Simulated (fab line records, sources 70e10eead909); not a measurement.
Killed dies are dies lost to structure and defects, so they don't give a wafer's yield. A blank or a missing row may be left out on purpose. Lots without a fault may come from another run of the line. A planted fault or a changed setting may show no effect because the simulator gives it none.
Which tool did it? | flow nand_harc | 14 lots, 42 wafers sampled, at 6 steps of a route of 1159

WHAT THE GAUGES READ, wafer by wafer
NHARC_A_ONON_D1_THK_MEAS_08: measures by ellipsometry.
lot  | measured     | on            | thk_nm (nm)
L593 | day 7 07:34  | film_metro-01 | 999 999 1001
L594 | day 7 07:35  | film_metro-01 | 1019 1018 1017
L595 | day 8 08:08  | film_metro-02 | 1020 1022 1022
L596 | day 8 08:07  | film_metro-01 | 990 991 990
L597 | day 9 00:22  | film_metro-02 | 986 986 987
L599 | day 9 05:43  | film_metro-02 | 1004 1002 1001
L601 | day 9 13:12  | film_metro-01 | 994 994 995
L606 | day 10 23:36 | film_metro-02 | 990 988 990
L607 | day 11 02:45 | film_metro-02 | 1007 1005 1008
L610 | day 11 19:40 | film_metro-01 | 1004 1003 1002
L612 | day 12 04:53 | film_metro-02 | 1004 1006 1006
L615 | day 12 17:53 | film_metro-02 | 988 988 986
L614 | day 12 17:52 | film_metro-02 | 1018 1017 1017
L616 | day 13 08:09 | film_metro-01 | 984 984 981

NHARC_A_ONON_D1_THK_MEAS_27: measures by ellipsometry.
lot  | measured     | on            | thk_nm (nm)
L593 | day 7 19:51  | film_metro-02 | 1016 1012 1016
L594 | day 7 19:43  | film_metro-01 | 1001 1001 1002
L595 | day 8 18:50  | film_metro-02 | 1005 1006 1005
L596 | day 8 18:52  | film_metro-02 | 989 989 990
L597 | day 9 10:17  | film_metro-02 | 1432 1433 1434
L599 | day 9 15:52  | film_metro-02 | 972 972 971
L601 | day 10 00:17 | film_metro-01 | 1443 1444 1444
L606 | day 11 09:34 | film_metro-02 | 1000 999 999
L607 | day 11 16:04 | film_metro-02 | 985 982 984
L610 | day 12 05:35 | film_metro-01 | 1003 1002 1002
L612 | day 12 14:48 | film_metro-02 | 999 1000 998
L615 | day 13 03:50 | film_metro-01 | 989 990 988
L614 | day 13 03:49 | film_metro-02 | 1016 1017 1014
L616 | day 13 20:05 | film_metro-02 | 993 992 994

NHARC_END_SORT_01.
lot  | measured     | on        | killed_at_array | killed_at_other | killed_at_periphery | killed_dies | killed_open | killed_short
L597 | day 21 00:59 | prober-02 | 674 676 676     | 0 0 0           | 3 1 1               | 677 677 677 | 2 4 2       | 1 2 1
L601 | day 21 07:10 | prober-01 | 673 669 665     | 0 3 3           | 4 5 9               | 677 677 677 | 8 4 7       | 2 1 2

WHICH TOOL RAN EACH LOT (tool, then ch and the chambers of the sampled wafers, then the start)
lot  | NHARC_P_BONDPAD_PVD_17                  | NHARC_P_BONDPAD_ANNEAL_28        | NHARC_A_ONON_D1_DEP_25
L593 | pvd_sputter-01, day 6 06:04 or earlier  | rtp_anneal-02 ch 0, day 6 06:04  | pecvd_onon-01 ch 0, day 7 19:20
L594 | pvd_sputter-01, day 6 06:58 or earlier  | rtp_anneal-01 ch 0, day 6 06:58  | pecvd_onon-04 ch 0, day 7 19:19
L595 | pvd_sputter-01, day 7 04:59 or earlier  | rtp_anneal-01 ch 0, day 7 04:59  | pecvd_onon-03 ch 0, day 8 18:26
L596 | pvd_sputter-02, day 7 05:12 or earlier  | rtp_anneal-01 ch 0, day 7 05:12  | pecvd_onon-04 ch 0, day 8 18:21
L597 | pvd_sputter-03, day 7 20:38 or earlier  | rtp_anneal-01 ch 0, day 7 20:38  | pecvd_onon-04 ch 0, day 9 09:57
L599 | pvd_sputter-01, day 8 02:06 or earlier  | rtp_anneal-01 ch 0, day 8 02:06  | pecvd_onon-03 ch 0, day 9 15:25
L601 | pvd_sputter-03, day 8 11:11 or earlier  | rtp_anneal-02 ch 0, day 8 11:11  | pecvd_onon-04 ch 0, day 9 23:47
L606 | pvd_sputter-03, day 9 20:43 or earlier  | rtp_anneal-02 ch 0, day 9 20:43  | pecvd_onon-01 ch 0, day 11 09:04
L607 | pvd_sputter-03, day 10 00:41 or earlier | rtp_anneal-02 ch 0, day 10 00:41 | pecvd_onon-01 ch 0, day 11 15:33
L610 | pvd_sputter-02, day 10 16:09 or earlier | rtp_anneal-01 ch 0, day 10 16:09 | pecvd_onon-01 ch 0, day 12 05:12
L612 | pvd_sputter-02, day 11 04:45 or earlier | rtp_anneal-02 ch 0, day 11 04:45 | pecvd_onon-04 ch 0, day 12 14:17
L615 | pvd_sputter-01, day 11 15:08 or earlier | rtp_anneal-02 ch 0, day 11 15:08 | pecvd_onon-01 ch 0, day 13 03:20
L614 | pvd_sputter-01, day 11 16:19 or earlier | rtp_anneal-01 ch 0, day 11 16:19 | pecvd_onon-04 ch 0, day 13 03:25
L616 | pvd_sputter-01, day 12 03:07 or earlier | rtp_anneal-02 ch 0, day 12 03:07 | pecvd_onon-04 ch 0, day 13 19:40
- NHARC_P_BONDPAD_PVD_17: deposits TaN, target thk 5 nm, time 8.06 s.
- NHARC_P_BONDPAD_ANNEAL_28: time 90 s.
- NHARC_A_ONON_D1_DEP_25: target thk 1000 nm.

WHAT THE TOOLS THEMSELVES READ (means of the sampled wafers that have a number; where no wafer has one, the mark that the record gives instead)
NHARC_P_BONDPAD_PVD_17.
lot  | tool           | throttle_valve_pct (%)
L593 | pvd_sputter-01 | 29.8
L594 | pvd_sputter-01 | 29.7
L595 | pvd_sputter-01 | 29.9
L596 | pvd_sputter-02 | 28.8
L597 | pvd_sputter-03 | 29.9
L599 | pvd_sputter-01 | 29.9
L601 | pvd_sputter-03 | 30.1
L606 | pvd_sputter-03 | 30.2
L607 | pvd_sputter-03 | 30.3
L610 | pvd_sputter-02 | 29.4
L612 | pvd_sputter-02 | 28.8
L615 | pvd_sputter-01 | 30.2
L614 | pvd_sputter-01 | 29.7
L616 | pvd_sputter-01 | 29.4

NHARC_P_BONDPAD_ANNEAL_28.
lot  | tool          | anneal_temp_c (C) | wafer_temp_C_max
L593 | rtp_anneal-02 | 224.80            | 226.28
L594 | rtp_anneal-01 | 224.81            | 225.87
L595 | rtp_anneal-01 | 225.29            | 226.09
L596 | rtp_anneal-01 | 225.05            | 225.93
L597 | rtp_anneal-01 | 224.94            | 225.75
L599 | rtp_anneal-01 | 225.19            | 225.71
L601 | rtp_anneal-02 | 224.94            | 226.32
L606 | rtp_anneal-02 | 224.91            | 226.55
L607 | rtp_anneal-02 | 225.25            | 225.85
L610 | rtp_anneal-01 | 224.68            | 225.84
L612 | rtp_anneal-02 | 225.04            | 226.07
L615 | rtp_anneal-02 | 225.09            | 225.81
L614 | rtp_anneal-01 | 224.82            | 226.03
L616 | rtp_anneal-02 | 225.13            | 226.04

THE ANSWER, worked out from the rows above alone
Rule: what is usual is taken from the lots themselves. Put in order of their means at a reading, lots are off if they are a third of the lots or fewer, leave a main group of 4 or more, and stand apart from it by a gap of 3 or more times the standard deviation of the main group's means; of several such gaps the widest counts. A main group whose means are all the same, to the digits that the tables above print for the reading, isn't used. A lot without any number at a reading at which 4 lots or more have one is off too. The other lots that the step has rows for count as sound. The gauges are gone through in route order, then the tools' own readings, and for those a lot's mean is taken as printed above. The first step at which some lot is off is used, and at that step the reading that is off furthest; a lot without a number counts as furthest.
Off: L597, L601, at NHARC_A_ONON_D1_THK_MEAS_27 (thk_nm). The main group: mean 997 nm, standard deviation 12.
A tool fits if, at a process step before that reading, it ran every lot that is off, and no sound lot after the first of them. The gauges at NHARC_A_ONON_D1_THK_MEAS_27 are tried like those tools. NHARC_P_BONDPAD_PVD_17 gives no start for some lots, so the hours and the order of its lots are those of NHARC_P_BONDPAD_ANNEAL_28. None of those tried fits.

WHAT THE SIMULATOR HAD PUT IN
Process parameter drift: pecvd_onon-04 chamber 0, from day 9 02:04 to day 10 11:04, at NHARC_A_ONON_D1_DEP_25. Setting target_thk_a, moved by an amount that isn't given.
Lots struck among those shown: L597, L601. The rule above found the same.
